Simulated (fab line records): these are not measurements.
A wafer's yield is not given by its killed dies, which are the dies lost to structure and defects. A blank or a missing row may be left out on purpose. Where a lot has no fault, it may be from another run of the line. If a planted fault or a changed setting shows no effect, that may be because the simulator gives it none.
Which tool did it? ; flow n5-finfet ; 22 lots with 66 wafers sampled at 3 steps, on a route of 1938 steps

## WHAT EACH GAUGE READ, for each wafer
N5_BEOL_M1_CD_MEAS_28: target cd y 23.3 nm.
lot;measured;on;cd-nm (nm)
L075;day 6 09:37;cd-sem-01;23.99 24.30 23.98
L076;day 6 12:50;cd-sem-03;24.28 23.90 24.15
L078;day 7 07:32;cd-sem-02;24.29 23.86 23.97
L079;day 7 10:59;cd-sem-01;23.96 24.03 23.64
L080;day 9 14:44;cd-sem-03;24.04 24.18 24.31
L081;day 9 14:55;cd-sem-01;23.79 24.35 23.98
L082;day 9 16:08;cd-sem-03;24.11 24.59 24.16
L083;day 9 17:23;cd-sem-03;24.36 24.47 24.33
L084;day 9 17:32;cd-sem-02;23.53 23.64 23.94
L085;day 9 19:32;cd-sem-03;24.38 24.52 24.28
L086;day 9 20:40;cd-sem-01;23.95 24.47 24.15
L087;day 9 23:12;cd-sem-01;23.96 24.06 24.33
L088;day 9 23:16;cd-sem-03;24.33 24.14 24.53
L089;day 10 02:04;cd-sem-03;23.97 23.89 23.66
L090;day 10 04:46;cd-sem-02;23.50 24.06 23.62
L091;day 10 14:20;cd-sem-01;23.81 24.26 24.29
L092;day 10 14:48;cd-sem-01;23.58 23.67 23.30
L093;day 10 23:03;cd-sem-02;24.17 24.25 24.12
L094;day 11 04:38;cd-sem-02;24.11 24.12 23.72
L095;day 11 16:40;cd-sem-01;23.91 24.00 23.93
L096;day 11 17:09;cd-sem-01;23.60 23.88 23.99
L097;day 12 16:35;cd-sem-01;24.46 24.16 24.38

## EACH LOT AND THE TOOL THAT RAN IT (in order: tool; ch and the chambers of the sampled wafers; start)
lot;N5_BEOL_M1_HM_DEP_02;N5_BEOL_M1_ETCH_74
L075;pvd-sputter-03, day 6 07:48;rie-diel-01 ch 2,3, day 6 08:53
L076;pvd-sputter-01, day 6 11:26;rie-diel-06 ch 1,3, day 6 11:59
L078;pvd-sputter-02, day 7 06:10;rie-diel-06 ch 1,2, day 7 06:43
L079;pvd-sputter-03, day 7 09:29;rie-diel-02 ch 1,3, day 7 10:02
L080;pvd-sputter-01, day 9 13:11;rie-diel-06 ch 0,1,2, day 9 13:54
L081;pvd-sputter-02, day 9 13:16;rie-diel-02 ch 2,3, day 9 13:56
L082;pvd-sputter-03, day 9 14:19;rie-diel-01 ch 0,1,2, day 9 15:01
L083;pvd-sputter-02, day 9 15:22;rie-diel-06 ch 0,1,2, day 9 16:29
L084;pvd-sputter-02, day 9 15:56;rie-diel-02 ch 0,2,3, day 9 16:41
L085;pvd-sputter-02, day 9 18:00;rie-diel-02 ch 0,2,3, day 9 18:49
L086;pvd-sputter-02, day 9 19:04;rie-diel-01 ch 1,3, day 9 19:50
L087;pvd-sputter-02, day 9 21:32;rie-diel-02 ch 0,3, day 9 22:15
L088;pvd-sputter-01, day 9 21:35;rie-diel-06 ch 1,2,3, day 9 22:17
L089;pvd-sputter-01, day 10 00:35;rie-diel-06 ch 0,3, day 10 01:16
L090;pvd-sputter-01, day 10 03:22;rie-diel-06 ch 1,3, day 10 04:02
L091;pvd-sputter-02, day 10 12:42;rie-diel-01 ch 1,3, day 10 13:23
L092;pvd-sputter-01, day 10 13:07;rie-diel-06 ch 1,3, day 10 13:45
L093;pvd-sputter-03, day 10 21:36;rie-diel-01 ch 0,2,3, day 10 22:10
L094;pvd-sputter-03, day 11 03:14;rie-diel-01 ch 0,1, day 11 03:55
L095;pvd-sputter-01, day 11 15:08;rie-diel-01 ch 0,1,2, day 11 15:50
L096;pvd-sputter-01, day 11 15:41;rie-diel-01 ch 0,1, day 11 16:25
L097;pvd-sputter-02, day 12 15:01;rie-diel-06 ch 0,1,3, day 12 15:44
- N5_BEOL_M1_HM_DEP_02: deposits TiN, target thk 20 nm.
- N5_BEOL_M1_ETCH_74: etches underlayer in N2/H2, target depth 6.5 nm, time 5.2 s.

## WHAT THE TOOLS THEMSELVES READ (means of the sampled wafers that have a number; where no wafer has one, the mark that the record gives instead)
N5_BEOL_M1_HM_DEP_02.
lot;tool;throttle-valve-pct (%)
L075;pvd-sputter-03;29.7
L076;pvd-sputter-01;29.8
L078;pvd-sputter-02;30.3
L079;pvd-sputter-03;29.7
L080;pvd-sputter-01;30.4
L081;pvd-sputter-02;30.0
L082;pvd-sputter-03;29.8
L083;pvd-sputter-02;30.4
L084;pvd-sputter-02;30.3
L085;pvd-sputter-02;30.3
L086;pvd-sputter-02;30.3
L087;pvd-sputter-02;29.7
L088;pvd-sputter-01;29.9
L089;pvd-sputter-01;29.8
L090;pvd-sputter-01;30.4
L091;pvd-sputter-02;29.7
L092;pvd-sputter-01;30.4
L093;pvd-sputter-03;29.5
L094;pvd-sputter-03;29.6
L095;pvd-sputter-01;30.8
L096;pvd-sputter-01;30.2
L097;pvd-sputter-02;30.5

N5_BEOL_M1_ETCH_74.
lot;tool;drypump-motor-current-A (A);etch-rf-on-time-s (s);oes-product-au (a.u.);rf-vpp-V (V);showerhead-plenum-p-Torr (Torr);throttle-valve-pct (%)
L075;rie-diel-01;6.1;5.34;0.60;525;2.62;17.95
L076;rie-diel-06;5.2;5.14;0.67;526;2.63;18.00
L078;rie-diel-06;5.9;4.86;0.65;527;2.64;17.86
L079;rie-diel-02;6.1;5.15;0.65;519;2.40;17.89
L080;rie-diel-06;5.6;5.05;0.68;525;2.59;17.86
L081;rie-diel-02;5.9;5.12;0.73;526;2.58;18.05
L082;rie-diel-01;5.5;5.25;0.59;524;2.59;18.27
L083;rie-diel-06;5.6;5.08;0.68;526;2.59;17.86
L084;rie-diel-02;5.9;5.09;0.68;525;2.57;18.19
L085;rie-diel-02;5.9;5.19;0.67;524;2.57;18.18
L086;rie-diel-01;6.0;5.29;0.69;526;2.62;17.74
L087;rie-diel-02;6.1;5.18;0.63;520;2.44;18.15
L088;rie-diel-06;5.5;4.98;0.70;526;2.60;17.89
L089;rie-diel-06;5.2;5.07;0.79;523;2.50;17.78
L090;rie-diel-06;5.2;5.04;0.76;525;2.56;17.88
L091;rie-diel-01;5.9;5.36;0.69;526;2.61;17.75
L092;rie-diel-06;5.2;5.04;0.72;526;2.61;17.97
L093;rie-diel-01;5.9;5.24;0.71;526;2.58;17.89
L094;rie-diel-01;5.7;5.32;0.70;523;2.56;18.16
L095;rie-diel-01;5.5;5.26;0.65;524;2.58;18.13
L096;rie-diel-01;5.4;5.26;0.64;524;2.59;18.17
L097;rie-diel-06;5.3;5.09;0.73;525;2.54;17.88

## THE ANSWER, worked out from the rows above alone
Rule: what is usual is taken from the lots themselves. Put in order of their means at a reading, lots are off if they are a third of the lots or fewer, leave a main group of 4 or more, and stand apart from it by a gap of 3 or more times the standard deviation of the main group's means; of several such gaps the widest counts. Not used: any main group whose means are identical at the precision the tables above print for the reading. A lot without any number at a reading at which 4 lots or more have one is off too. Where the step has rows for the other lots, those lots are counted as sound. Order of review: gauges by route order, followed by the tools' own readings, for which a lot's mean as printed above is used. At the first step where some lot is off, the reading lying furthest off is the one used; lots without a number count as furthest.
None of the lots is off at any reading shown; this tells nothing.

## WHAT THE SIMULATOR PUT IN
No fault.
